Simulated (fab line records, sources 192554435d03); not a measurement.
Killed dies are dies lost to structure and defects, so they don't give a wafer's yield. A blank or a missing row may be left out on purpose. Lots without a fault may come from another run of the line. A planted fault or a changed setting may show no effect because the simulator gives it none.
Split-lot experiment | flow n5_finfet | 7 lots, 21 wafers read, on a route of 1938 steps

THE SPLIT
At N5_HKMG_FIN_HK_ALD_01 (deposits HfO2, target thk 1.6 nm, pulse time 3 s, purge time 3 s), the setting ald_cycles was moved away from the recipe's 30 on 7 of the 21 wafers read, by -13.3% to +13.3%. The other wafers ran this setting at the recipe's value.

FROM THE SPLIT TO THE READING: what the file shows between them, 5 steps
- N5_HKMG_FIN_COAT_41: time 60 s, resist thk 300 nm (also split here: spin_rpm)
- N5_HKMG_FIN_COAT_42: time 60 s, resist thk 35 nm
- N5_HKMG_FIN_COAT_43: resist thk 90 nm
- N5_HKMG_FIN_WET_ETCH_82: etches La2O3 in dHCl, stops on HfO2, target depth 2 nm, rinse time 30 s
- N5_HKMG_FIN_ALD_36: deposits TiN, target thk 1 nm, pulse time 1 s, purge time 3 s

THE READING
HK_THK, in nm, at N5_HKMG_FIN_THK_MEAS_70 (measures by xrf). Fault-free wafers of this fab line usually give 1.621 nm, standard deviation 0.021 nm.

wafer  | tool, chamber at the split | ald_cycles as run | against the recipe | HK_THK, nm | against lot-mates on the recipe
L078.1 | ald_hk-03, 2,3             | 30                | recipe             | 1.622      | -
L078.4 | ald_hk-03, 2,3             | 30                | recipe             | 1.610      | -
L078.5 | ald_hk-03, 3               | 26                | -13.3%             | 1.407      | -0.209
L079.1 | ald_hk-02, 2,1             | 34                | +13.3%             | 1.838      | +0.201
L079.4 | ald_hk-02, 0               | 30                | recipe             | 1.637      | -
L079.6 | ald_hk-02, 2,1             | 34                | +13.3%             | 1.869      | +0.232
L082.2 | ald_hk-02, 0,1             | 34                | +13.3%             | 1.799      | +0.248
L082.5 | ald_hk-02, 0,1             | 34                | +13.3%             | 1.850      | +0.299
L082.6 | ald_hk-02, 0               | 30                | recipe             | 1.551      | -
L084.3 | ald_hk-01, 3,0,0           | 30                | recipe             | 1.608      | -
L084.4 | ald_hk-01, 3,0,0           | 30                | recipe             | 1.610      | -
L084.5 | ald_hk-01, 3,0,0           | 30                | recipe             | 1.588      | -
L088.3 | ald_hk-03, 2               | 34                | +13.3%             | 1.855      | +0.220
L088.5 | ald_hk-03, 2,1             | 30                | recipe             | 1.644      | -
L088.6 | ald_hk-03, 2,1             | 30                | recipe             | 1.625      | -
L089.2 | ald_hk-02, 3,0,1           | 30                | recipe             | 1.632      | -
L089.5 | ald_hk-02, 3,0,1           | 30                | recipe             | 1.598      | -
L089.6 | ald_hk-02, 3,0,1           | 30                | recipe             | 1.621      | -
L090.1 | ald_hk-03, 1,0             | 30                | recipe             | 1.604      | -
L090.3 | ald_hk-03, 1,0             | 30                | recipe             | 1.603      | -
L090.4 | ald_hk-03, 3               | 29                | -3.3%              | 1.547      | -0.056
Where a row lists several chambers, the file gives one row for several wafers and doesn't say which wafer went through which chamber.

THE FIT
A straight line over all 21 wafers: HK_THK changes by +0.0169 nm for each +1% of ald_cycles; r = +0.98; the points scatter about the line by 0.023 nm.
The same after taking each lot's own level away (the mean of its wafers on the recipe; 21 wafers): +0.0175 nm for each +1%; r = +0.99; scatter 0.02 nm.
On that fit, the largest move of ald_cycles shifts the reading by 0.23 nm.
The lots' own levels span 1.5510 to 1.6370 nm, that is 4.1 times the standard deviation above.
So the lot-to-lot level changes the slope little: the two slopes agree.
Check: with one of the wafers moved furthest among these (-13.3%) left out of the fit, the line predicts -0.239 nm for it against its lot-mates. It came out at -0.209 nm against them.

OTHER SPLITS ON THESE WAFERS
These wafers also went through other splits before the reading. Each is held against what the fit with the lots' levels taken away leaves over:
other split on the same wafers        | wafers away from the commonest value | r with HK_THK (lot level and that fit taken away)
N5_SD_EPI_P_DEVELOP_08 develop_time_s | 7                                    | +0.27
N5_HKMG_FIN_COAT_41 spin_rpm          | 8                                    | -0.31

THE FILE'S OWN FIT
HK_THK changes by +0.0172 nm for each +1% of ald_cycles, r = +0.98.
